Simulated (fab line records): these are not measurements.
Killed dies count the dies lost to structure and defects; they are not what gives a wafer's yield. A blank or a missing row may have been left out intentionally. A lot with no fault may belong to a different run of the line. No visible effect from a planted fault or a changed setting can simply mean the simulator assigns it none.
Split-lot experiment | flow n5_finfet | on a route of 1938 steps: 7 lots, 36 wafers read

## ABOUT THE SPLIT
At N5_BEOL_M15_ILD_DEP_00 (deposits SiO2 from TEOS/O2, target thk 1629.3 nm, time 346.1 s), the setting target_thk_a was moved away from the recipe's 16293 angstrom on 15 of the 36 wafers read, by -55.5% to -22.5%. All remaining wafers had this setting at the recipe value.

## FROM THE SPLIT TO THE READING: what the file shows between them, 10 steps
- N5_BEOL_M15_THK_MEAS_01
- N5_BEOL_M15_COAT_58: time 60 s, resist thk 89 nm
- N5_BEOL_M15_COAT_04: resist thk 800 nm
- N5_BEOL_M15_DESCUM_15: chemistry O2, time 7.9 s
- N5_BEOL_M15_ETCH_59: etches BARC in N2/H2, target depth 89 nm, overetch 26.7 nm, time 67.9 s
- N5_BEOL_M15_VIA_ETCH_16: etches SiO2 in C4F8/O2/Ar, target depth 1792.2 nm
- N5_BEOL_M15_STRIP_63: strips in O2
- N5_BEOL_M15_STRIP_64: strips in O2
- N5_BEOL_M15_STRIP_65: strips in post etch residue remover, time 60 s
- N5_BEOL_M15_SRD_66: time 30 s, dry time 30 s

## THE READING
Shown in nm: cd_nm at N5_BEOL_M15_CD_MEAS_17, with target cd 360 nm. A value of 361.4 nm with a standard deviation of 1.4 nm is what fault-free wafers of this fab line usually give.

wafer  | tool, chamber at the split | target_thk_a as run, angstrom | against the recipe | cd_nm, nm | against lot-mates on the recipe
L076.1 | pecvd-04, 0                | 16293                         | recipe             | 362.7     | -
L076.2 | pecvd-04, 1                | 16293                         | recipe             | 361.5     | -
L076.3 | pecvd-04, 0                | 16293                         | recipe             | 362.3     | -
L076.4 | pecvd-04, 1                | 7908                          | -51.5%             | 351.1     | -11.1
L076.5 | pecvd-04, 1                | 7908                          | -51.5%             | 352.7     | -9.5
L076.6 | pecvd-04, 0                | 7908                          | -51.5%             | 354.3     | -7.9
L084.1 | pecvd-03, 2                | 16293                         | recipe             | 362.2     | -
L084.4 | pecvd-03, 2                | 16293                         | recipe             | 362.1     | -
L084.5 | pecvd-03, 1                | 16293                         | recipe             | 361.6     | -
L086.1 | pecvd-03, 2                | 16293                         | recipe             | 361.8     | -
L086.2 | pecvd-03, 1                | 12620                         | -22.5%             | 359.5     | -3.2
L086.3 | pecvd-03, 0                | 16293                         | recipe             | 361.4     | -
L086.4 | pecvd-03, 2                | 16293                         | recipe             | 365.0     | -
L086.5 | pecvd-03, 1,0              | 12620                         | -22.5%             | 360.1     | -2.6
L086.6 | pecvd-03, 1,0              | 12620                         | -22.5%             | 358.3     | -4.4
L085.1 | pecvd-03, 0                | 11580                         | -28.9%             | 357.8     | -4.8
L085.2 | pecvd-03, 2                | 16293                         | recipe             | 361.6     | -
L085.3 | pecvd-03, 1                | 11580                         | -28.9%             | 358.2     | -4.4
L085.4 | pecvd-03, 1                | 11580                         | -28.9%             | 356.1     | -6.5
L085.5 | pecvd-03, 0                | 16293                         | recipe             | 362.6     | -
L085.6 | pecvd-03, 2                | 16293                         | recipe             | 363.7     | -
L087.1 | pecvd-04, 0                | 16293                         | recipe             | 360.2     | -
L087.3 | pecvd-04, 1                | 16293                         | recipe             | 360.1     | -
L087.4 | pecvd-04, 0                | 16293                         | recipe             | 360.4     | -
L079.1 | pecvd-01, 1                | 12480                         | -23.4%             | 359.2     | -3.0
L079.2 | pecvd-01, 0                | 16293                         | recipe             | 361.7     | -
L079.3 | pecvd-01, 2                | 12480                         | -23.4%             | 358.6     | -3.6
L079.4 | pecvd-01, 2                | 12480                         | -23.4%             | 356.1     | -6.1
L079.5 | pecvd-01, 0,1              | 16293                         | recipe             | 362.5     | -
L079.6 | pecvd-01, 0,1              | 16293                         | recipe             | 362.3     | -
L094.1 | pecvd-01, 1                | 16293                         | recipe             | 360.3     | -
L094.2 | pecvd-01, 0                | 16293                         | recipe             | 361.2     | -
L094.3 | pecvd-01, 2                | 7247                          | -55.5%             | 353.2     | -7.8
L094.4 | pecvd-01, 1                | 7247                          | -55.5%             | 352.0     | -9.0
L094.5 | pecvd-01, 2                | 7247                          | -55.5%             | 352.5     | -8.5
L094.6 | pecvd-01, 0                | 16293                         | recipe             | 361.5     | -
If several chambers appear in one row, that row covers several wafers at once and the file leaves open which wafer was in which chamber.

THE FIT
A straight line over all 36 wafers: cd_nm changes by +0.168 nm for each +1% of target_thk_a; r = +0.95; the points scatter about the line by 1.2 nm.
The same after taking each lot's own level away (the mean of its wafers on the recipe; 36 wafers): +0.168 nm for each +1%; r = +0.96; scatter 0.99 nm.
According to that fit, moving target_thk_a by its largest amount changes the reading by 9.3 nm.
Measured against the standard deviation above, the lots' own levels, which go from 360.23 to 362.73 nm, span 1.8 times it.
Hence the lot-to-lot level has little effect on the slope; both slopes agree.
Check: -9.59 nm against its lot-mates is what the line predicts for one of the wafers moved furthest among these (-55.5%) when that wafer is left out of the fit. Against them it came out at -7.8 nm.

## ADDITIONAL SPLITS CARRIED BY THESE WAFERS
Other splits were also applied to these wafers ahead of the reading. Each is held against what the fit with the lots' levels taken away leaves over:
other split on the same wafers            | wafers away from the commonest value | r with cd_nm (lot level and that fit taken away)
N5_BEOL_M13_TRENCH_ETCH_34 target_depth_a | 12                                   | -0.16

## THE WHOLE CHAIN: every reading that the file lists as answering this split, in the file's order
step                    | what it does                                                   | reading                                                                             | change (the file's fit)               | r (the file's)
N5_BEOL_M15_ILD_DEP_00  | deposits SiO2 from TEOS/O2, target thk 1629.3 nm, time 346.1 s | SiO2_of_BEOL_M15_ILD_DEP_00.thk_nm (the simulator's own value, which no gauge read) | +16.2 nm for each +1% of the setting  | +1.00
N5_BEOL_M15_THK_MEAS_01 |                                                                | M15_ILD_THK                                                                         | +16.2 for each +1% of the setting     | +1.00
N5_BEOL_M15_VIA_ETCH_16 | etches SiO2 in C4F8/O2/Ar, target depth 1792.2 nm              | etch.depth_nm (the simulator's own value, which no gauge read)                      | +16.2 nm for each +1% of the setting  | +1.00
N5_BEOL_M15_VIA_ETCH_16 | etches SiO2 in C4F8/O2/Ar, target depth 1792.2 nm              | coat_of_BEOL_M15_COAT_04.thk_nm (the simulator's own value, which no gauge read)    | -3.83 nm for each +1% of the setting  | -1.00
N5_BEOL_M15_CD_MEAS_17  | target cd 360 nm                                               | cd_nm                                                                               | +0.168 nm for each +1% of the setting | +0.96

## FILE'S OWN FIT
cd_nm changes by +0.168 nm for each +1% of target_thk_a, r = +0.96.
